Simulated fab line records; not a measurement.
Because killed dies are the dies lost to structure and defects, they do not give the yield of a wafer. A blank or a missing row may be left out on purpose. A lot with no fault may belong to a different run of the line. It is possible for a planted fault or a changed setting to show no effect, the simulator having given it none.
Which of the tools did it? -- flow n5Finfet -- 11 lots with 30 wafers sampled at 6 steps, on a route of 1938 steps

== WHAT THE GAUGES SHOWED, per wafer ==
N5_BEOL_M4_OVL_MEAS_12. Usual: for M4_OVL the level is -0.3 nm and the standard deviation is 0.79.
lot,measured,on,M4_OVL (nm),flag
L893,day 9 06:02,overlay-02,0.3 -0.5,
L894,day 9 06:18,overlay-01,0.5 0.0,
L898,day 9 23:06,overlay-01,0.7 0.2 -0.1,
L896,day 9 23:26,overlay-02,-0.9 -0.6 0.0,
L899,day 11 11:37,overlay-01,1.7 0.5 0.7,
L902,day 11 11:43,overlay-02,0.3 0.6 0.9,
L906,day 12 03:47,overlay-02,-0.2 -1.0,
L905,day 12 06:47,overlay-02,-2.0 -0.8 -1.4,
L907,day 12 07:08,overlay-01,0.2 0.7 0.3,
L908,day 13 00:12,overlay-01,0.3 -0.4 -0.2,
L910,day 14 00:14,overlay-01,-0.9 -1.8 -1.2,

N5_BEOL_M4_CD_MEAS_18: pitch 36 nm, target cd 18 nm. Usual: 18.1 nm for cdNm, sd 0.31.
lot,measured,on,cdNm (nm),flag
L893,day 9 06:33,cdSem-01,18.1 18.2,
L894,day 9 06:50,cdSem-02,17.6 18.0,
L898,day 9 23:38,cdSem-01,18.0 17.5 18.0,
L896,day 9 23:58,cdSem-02,18.2 17.8 18.0,
L899,day 11 12:55,cdSem-02,18.3 18.1 17.8,
L902,day 11 13:13,cdSem-03,19.1 18.1 18.2,
L906,day 12 04:41,cdSem-02,18.2 18.1,
L905,day 12 07:32,cdSem-03,19.4 17.8 17.8,
L907,day 12 07:42,cdSem-02,17.7 17.6 18.1,
L908,day 13 00:47,cdSem-01,18.1 18.3 17.9,
L910,day 14 00:45,cdSem-01,18.4 18.1 18.3,

N5_BEOL_M4_OVL_MEAS_29. Usual: for V3_OVL the level is -0.2 nm and the standard deviation is 0.74.
lot,measured,on,V3_OVL (nm),flag
L893,day 9 07:02,overlay-02,-0.1 0.7,
L894,day 9 07:18,overlay-02,-0.6 -0.2,
L898,day 9 23:59,overlay-01,0.3 0.0 0.5,
L896,day 10 00:26,overlay-01,-0.5 -0.7 0.1,
L899,day 11 13:16,overlay-02,0.2 0.1 -1.0,
L902,day 11 13:41,overlay-02,-0.1 -0.8 -0.3,
L906,day 12 05:02,overlay-01,-1.5 0.4,
L905,day 12 07:53,overlay-02,-1.0 -0.8 -1.5,
L907,day 12 08:04,overlay-02,-1.7 -0.7 -1.4,
L908,day 13 01:08,overlay-01,0.7 -0.8 0.8,
L910,day 14 01:07,overlay-02,-0.8 -0.5 -0.7,

N5_BEOL_M4_RC_MEAS_101. Usual: DIBL_N 35.1 mV/V, standard deviation 1.5; DIBL_P 35.2 mV/V, standard deviation 2; IOFF_N 0.146 nA/um, standard deviation 0.028; IOFF_P 0.20 nA/um, standard deviation 0.036; ION_N 670 uA/um, standard deviation 12; ION_P 462 uA/um, standard deviation 8.2; SS_N 71.2 mV/dec, standard deviation 0.63; SS_P 73.1 mV/dec, standard deviation 0.7; VT_N 250 mV, standard deviation 3.6; VT_P -251 mV, standard deviation 3.3.
lot,measured,on,DIBL_N (mV/V),DIBL_P (mV/V),IOFF_N (nA/um),IOFF_P (nA/um),ION_N (uA/um),ION_P (uA/um),SS_N (mV/dec),SS_P (mV/dec),VT_N (mV),VT_P (mV),flag
L893,day 9 22:02,prober-02,33.5 37.4,34.3 39.3,0.117 0.196,0.17 0.26,660 680,457 465,71.1 72.9,72.3 73.2,255 248,-253 -249,
L894,day 9 23:08,prober-02,36.9 37.3,35.9 36.5,0.197 0.203,0.25 0.25,699 670,475 458,71.1 71.3,74.2 74.4,242 246,-245 -247,
L898,day 10 05:06,prober-01,32.9 35.6 36.1,33.8 37.1 38.7,0.115 0.162 0.178,0.19 0.23 0.27,656 654 682,462 456 473,70.5 72.6 72.5,73.5 74.3 74.5,253 251 248,-253 -248 -245,
L896,day 10 05:49,prober-02,37.2 36.5 35.6,37.5 37.7 35.0,0.161 0.155 0.128,0.20 0.21 0.17,668 675 668,458 468 456,71.2 71.8 71.4,74.1 73.9 73.0,250 249 253,-252 -252 -254,
L899,day 11 23:13,prober-01,37.6 35.0 34.9,37.8 33.7 35.0,0.180 0.141 0.143,0.23 0.17 0.18,672 659 673,458 449 454,71.6 71.5 70.8,73.6 72.5 73.1,250 249 254,-250 -257 -251,
L902,day 11 23:38,prober-02,33.3 32.8 35.4,33.7 34.1 36.4,0.127 0.126 0.161,0.19 0.19 0.24,666 664 675,462 464 469,70.3 70.7 71.8,72.5 72.5 73.6,251 251 247,-249 -251 -247,
L906,day 13 00:38,prober-01,34.3 36.1,33.0 35.3,0.113 0.139,0.16 0.19,673 674,463 468,70.9 70.2,72.8 73.2,253 251,-253 -253,
L905,day 13 03:28,prober-02,33.3 35.9 33.4,32.2 36.0 32.5,0.128 0.176 0.126,0.20 0.25 0.20,673 685 666,473 478 467,70.5 70.3 70.4,72.3 73.8 72.7,248 243 249,-247 -244 -251,
L907,day 13 03:50,prober-01,32.4 32.4 35.7,31.6 31.9 36.2,0.116 0.120 0.183,0.19 0.19 0.26,656 666 680,460 462 475,70.9 71.7 71.9,71.7 72.3 73.1,254 252 246,-251 -249 -245,
L908,day 13 06:05,prober-02,33.7 33.3 36.7,32.9 31.6 36.1,0.123 0.114 0.176,0.16 0.14 0.21,668 661 671,457 455 457,70.8 70.4 71.5,71.9 72.7 73.8,251 256 249,-253 -257 -251,
L910,day 14 15:52,prober-01,34.9 36.2 35.0,36.4 37.9 36.3,0.155 0.173 0.146,0.21 0.23 0.20,684 678 675,468 465 472,71.1 71.8 71.4,73.1 74.0 73.0,248 246 248,-249 -250 -250,

== WHAT TOOL EACH LOT RAN ON (gives the tool, then ch and the chambers of the sampled wafers, and finally the start) ==
lot,N5_BEOL_M3_DEP_57,N5_BEOL_M4_ETCH_64
L893,"pecvd-02 ch 0,1, day 9 05:19","rieDiel-04 ch 0,3, day 9 06:14"
L894,"pecvd-03 ch 0,2, day 9 05:24","rieDiel-04 ch 1,2, day 9 06:28"
L898,"pecvd-03 ch 0,2, day 9 21:01","rieDiel-03 ch 1,3, day 9 23:16"
L896,"pecvd-02 ch 0,1, day 9 21:09","rieDiel-03 ch 0,1,2, day 9 23:36"
L899,"pecvd-02 ch 1,2, day 11 10:19","rieDiel-04 ch 2,3, day 11 12:33"
L902,"pecvd-03 ch 0,1,2, day 11 10:46","rieDiel-03 ch 0,3, day 11 12:46"
L906,"pecvd-02 ch 0,2, day 12 02:38","rieDiel-04 ch 1, day 12 04:19"
L905,"pecvd-02 ch 0,2, day 12 04:13","rieDiel-03 ch 0,2, day 12 07:11"
L907,"pecvd-03 ch 0,1,2, day 12 06:11","rieDiel-04 ch 1,2, day 12 07:18"
L908,"pecvd-03 ch 0,1,2, day 12 22:41","rieDiel-04 ch 1,2,3, day 13 00:25"
L910,"pecvd-03 ch 0,1, day 13 23:11","rieDiel-02 ch 1,2, day 14 00:24"
- N5_BEOL_M3_DEP_57: deposits SiCN from 3MS/NH3, target thk 8 nm, time 14 s.
- N5_BEOL_M4_ETCH_64: etches SOC in N2/H2, target depth 75 nm, overetch 22.5 nm, time 121.9 s.

== AS READ BY THE TOOLS THEMSELVES (means over the sampled wafers that have a number; for cases with no such wafer, the mark the record gives instead) ==
N5_BEOL_M3_DEP_57. Usual: showerheadPlenumPTorr 3.663 Torr, standard deviation 0.012; showerheadVppV 862 V, standard deviation 38; throttleValvePct 9.2 %, standard deviation 0.58.
lot,tool,showerheadPlenumPTorr (Torr),showerheadVppV (V),throttleValvePct (%),flag
L893,pecvd-02,3.663,845,9.6,
L894,pecvd-03,3.662,894,8.7,
L898,pecvd-03,3.668,891,8.6,
L896,pecvd-02,3.662,846,9.5,
L899,pecvd-02,3.667,869,9.8,
L902,pecvd-03,3.664,860,8.6,
L906,pecvd-02,3.670,868,9.6,
L905,pecvd-02,3.670,869,9.6,
L907,pecvd-03,3.662,849,8.9,
L908,pecvd-03,3.660,860,8.6,
L910,pecvd-03,3.657,864,8.8,

N5_BEOL_M4_ETCH_64. Usual: drypumpMotorCurrentA 5.8 A, standard deviation 0.42; oesProductAu 0.64 a.u., standard deviation 0.058; rfVppV 523.1 V, standard deviation 2.2; showerheadPlenumPTorr 2.52 Torr, standard deviation 0.073; throttleValvePct 17.79 %, standard deviation 0.17.
lot,tool,drypumpMotorCurrentA (A),oesProductAu (a.u.),rfVppV (V),showerheadPlenumPTorr (Torr),throttleValvePct (%),flag
L893,rieDiel-04,5.8,0.56,523.0,2.54,18.17,
L894,rieDiel-04,6.0,0.65,523.7,2.52,17.61,
L898,rieDiel-03,5.5,0.64,521.4,2.47,17.98,
L896,rieDiel-03,5.6,0.68,522.8,2.49,17.82,
L899,rieDiel-04,6.3,0.65,525.2,2.58,17.62,
L902,rieDiel-03,5.3,0.55,520.3,2.43,17.94,
L906,rieDiel-04,5.8,0.63,522.6,2.47,17.77,
L905,rieDiel-03,5.6,0.61,521.7,2.48,17.78,
L907,rieDiel-04,6.0,0.61,523.1,2.53,17.63,
L908,rieDiel-04,6.1,0.64,523.5,2.54,17.73,
L910,rieDiel-02,6.2,0.61,521.1,2.46,17.76,

== THE ANSWER, worked out from the rows above alone ==
Rule: lot off if the mean of its wafers having a number is beyond 3 standard deviations from the usual mean. A lot without any number at a reading at which 4 lots or more have one is off too. The other lots that the step has rows for count as sound. Order of review: gauges by route order, followed by the tools' own readings, for which a lot's mean as printed above is used. At the first step where some lot is off, the reading lying furthest off is the one used; lots without a number count as furthest.
No lot is off on any of the readings shown, so nothing can be concluded from this.

== WHAT THE SIMULATOR HAD PUT IN ==
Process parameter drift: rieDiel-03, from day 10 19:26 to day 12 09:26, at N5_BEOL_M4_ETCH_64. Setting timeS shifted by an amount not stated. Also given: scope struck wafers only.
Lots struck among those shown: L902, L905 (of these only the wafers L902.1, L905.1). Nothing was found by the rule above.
